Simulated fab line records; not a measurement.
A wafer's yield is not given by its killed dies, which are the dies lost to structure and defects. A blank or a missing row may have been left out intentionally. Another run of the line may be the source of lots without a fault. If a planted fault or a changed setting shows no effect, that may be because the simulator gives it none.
Problem report in the 8D (eight disciplines) form, filled by code    flow nand_harc    the parts of the form that need people (team, actions taken, sign-off) are left out

## 1. THE ISSUE
killed_at_periphery at NHARC_END_SORT_01 reads a mean of 79.0 on 1 wafer of 1 lot; wafers without a fault read 3.7 with a standard deviation of 2.5. That puts it +30 standard deviations away from the usual mean.
Earliest sighting: wafer L985.2 on prober-01 at day 23 21:06. The record holds 1 wafer of 1 lot with a number at this step. The rule behind "out" and "out of limits": a value lying over 4 standard deviations away from the usual mean. The rest of the wafers with a number are treated as sound.

## 2. WHAT IT IS, AND WHAT IT ISN'T
question                     is                                is not
which readings at this step  killed_at_periphery, killed_dies  killed_at_array, killed_at_other, killed_open, killed_short
which lots                   L985                              -
which wafers of those lots   all that have a number            -
read on which gauges         prober-01                         -
when                         from day 23 21:06                 up to then (0 sound wafers)

## 3. THE SUSPECTS, EACH WITH WHAT RULES IT OUT
Counting: a tool stays on the suspect list if, at a process step up to the reading, it processed all lots that are out and no sound lot following the first of them.
- the gauge at NHARC_END_SORT_01: kept. All the wafers that are out were read on prober-01, and no step on other tools shows them out.
- cvd_w-01 at NHARC_P_CONTACT_CVD_23 (deposits W, target thk 200 nm, time 557 s): kept. It ran the lot that is out, L985 (day 8 18:40), and no sound lot after that.
- cmp-03 at NHARC_P_CONTACT_CMP_24 (polishes, t overpolish 30 s, target thk 200 nm): kept. It ran the lot that is out, L985 (day 8 19:19), and no sound lot after that.
- rie_diel-09 at NHARC_P_M0_ETCH_34 (etches the open film in N2/H2, target depth 40 nm, overetch 12 nm, time 43.94 s): kept. It ran the lot that is out, L985 (day 8 23:40), and no sound lot after that.
Left after counting: cvd_w-01 at NHARC_P_CONTACT_CVD_23, cmp-03 at NHARC_P_CONTACT_CMP_24, rie_diel-09 at NHARC_P_M0_ETCH_34, prober-01 at NHARC_END_SORT_01.

## 4. THE CAUSE (what the simulator had put in)
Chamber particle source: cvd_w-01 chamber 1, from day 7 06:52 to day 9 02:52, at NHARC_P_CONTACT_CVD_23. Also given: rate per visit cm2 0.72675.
This tool is one of the 4 suspects left after counting.

## 5. THE CHAIN OF EFFECTS, in route order
Each row: a reading whose mean over the struck wafers that have a number lies more than 3 standard deviations from the usual. Scope: only readings with a usual standard deviation given in the record; hours: median across lots of the time from each lot's start at the first step in this table that gives one to its start at this step; sigmas: change in usual standard deviations.
hours  step               reading              usual  on struck wafers  change  sigmas
0      NHARC_END_SORT_01  killed_at_periphery  3.7    79.0              +75.3   +30
0      NHARC_END_SORT_01  killed_dies          31     114               +83     +8.4

## 6. HOW IT WOULD HAVE BEEN CAUGHT EARLIER
In this record the first reading out of limits at a measuring or inspecting step was taken at day 23 21:06, 398 hours after the fault began at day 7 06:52.
An alarm limit of 4 standard deviations would not have fired on the tool readings at NHARC_P_CONTACT_CVD_23 for which the record gives a usual standard deviation, since none of them was out on any struck wafer.
Each of the lots that are out, 1 in all, had begun NHARC_P_CONTACT_CVD_23 on cvd_w-01 no later than day 23 21:06. Holding the tool at that point would not have protected any of them.
